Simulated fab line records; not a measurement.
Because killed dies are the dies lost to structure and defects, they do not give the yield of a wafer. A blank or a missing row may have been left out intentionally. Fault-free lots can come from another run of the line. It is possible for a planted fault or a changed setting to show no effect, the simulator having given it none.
A lot that was struck, set against a sound lot ; flow nand_harc ; 14 out of 1302 route steps
Sound: wafers L423.1, L423.2, L423.3. Wafers L419.1, L419.4, L419.6 were the ones struck. At the end, the cause is stated.
For every step that has rows: the tool of each side, followed by ch and its chambers, followed by its first start. Under that, the readings that differ: sound wafers ; struck wafers ; difference of the means ; sigmas: that difference in standard deviations of wafers without a fault.
alike: words and numbers the same on both sides, and readings whose means are apart by under 2 such deviations; not compared: readings that were withheld, readings missing a value for some wafer, numbers with overlapping values and no deviation given by the record, and bounds like >300 which may hide the same value.
Wherever a step has rows on one side only, a row that says differs or no value, or a row with sigmas, the two part there. When numbers do not overlap yet have no deviation, they are printed without sigmas and do not part them. A reading that every wafer of one side lacks parts them only if that side has two wafers or more.

first, 2 steps without rows for these wafers: NHARC_A_STAIRCASE_PRECLEAN_318 (cleans in SC1); NHARC_A_STAIRCASE_SRD_329.
NHARC_A_STAIRCASE_ALD_415: deposits SiO2, target thk 30 nm, pulse time 6 s, ald cycles 300.
  sound on ald_hk-03 ch 0,1,3, day 21 22:34; struck on ald_hk-03 ch 1,2, day 20 10:57
  alike: heater_power_w, precursor_pulse_height_rel
  not compared: since_wet_clean_h
NHARC_A_STAIRCASE_ETCHBACK_416: etches the open film in C4F8/O2/Ar, target depth 36 nm, time 7.2 s.
  sound: rie_diel-07 ch 0,2,3; struck: rie_diel-07 ch 1,3
  alike: oes_product_au, rf_vpp_V
  not compared: rf_hours_counter_h
NHARC_A_STAIRCASE_STRIP_476: strips in O2, time 20 s.
  sound on rie_diel-07 ch 0,1,2, day 22 00:31; struck on rie_diel-07 ch 1,3, day 20 12:59
  alike: drypump_motor_current_A, mfc_ar_sccm, oes_product_au, rf_vpp_V, showerhead_plenum_p_Torr, throttle_valve_pct
  not compared: rf_hours_counter_h
NHARC_A_STAIRCASE_DEP_417: deposits Si3N4, target thk 60 nm.
  sound on pecvd-02 ch 0,1,2, day 22 00:37; struck on pecvd-03 ch 0,1, day 20 13:05
  alike: heater_power_outer_w, heater_power_w
  not compared: since_wet_clean_h
then, 3 steps without rows for these wafers: NHARC_A_STAIRCASE_WET_418 (chemistry H3PO4, target depth 20 nm); NHARC_A_STAIRCASE_PRECLEAN_419 (cleans in SC1); NHARC_A_STAIRCASE_SRD_421.
NHARC_A_STAIRCASE_ALD_420: deposits SiO2, target thk 20 nm, pulse time 6 s, ald cycles 200.
  sound on ald_hk-04 ch 0,1,2, day 22 03:19; struck on ald_hk-02 ch 1,2,3, day 20 15:49
  alike: heater_power_w, precursor_pulse_height_rel
  not compared: since_wet_clean_h
then, 1 step without rows for these wafers: NHARC_A_STAIRCASE_CVD_552 (deposits SiNx, target thk 40 nm).
NHARC_A_STAIRCASE_DEP_151: deposits SiO2, target thk 7200 nm.
  sound on pecvd-03 ch 0,1,2, day 22 13:31; struck on pecvd-04 ch 0,1,2, day 21 00:00
  no value came back on the struck wafers for heater_power_outer_w (W), heater_power_w (W), mfc_precursor_sccm (sccm), since_wet_clean_h (h); on the sound wafers heater_power_outer_w (W) reads 425 347 357
then, 1 step without rows for these wafers: NHARC_A_STAIRCASE_ANNEAL_320 (time 1800 s).
NHARC_END_SORT_01:
  the record has rows for the sound wafers here (prober-02 ch 0, day 29 16:37) and none for the struck ones

## WHERE THEY PART
First at NHARC_A_STAIRCASE_DEP_151; last, within this record, at NHARC_END_SORT_01.

WHY: whatever the simulator had introduced
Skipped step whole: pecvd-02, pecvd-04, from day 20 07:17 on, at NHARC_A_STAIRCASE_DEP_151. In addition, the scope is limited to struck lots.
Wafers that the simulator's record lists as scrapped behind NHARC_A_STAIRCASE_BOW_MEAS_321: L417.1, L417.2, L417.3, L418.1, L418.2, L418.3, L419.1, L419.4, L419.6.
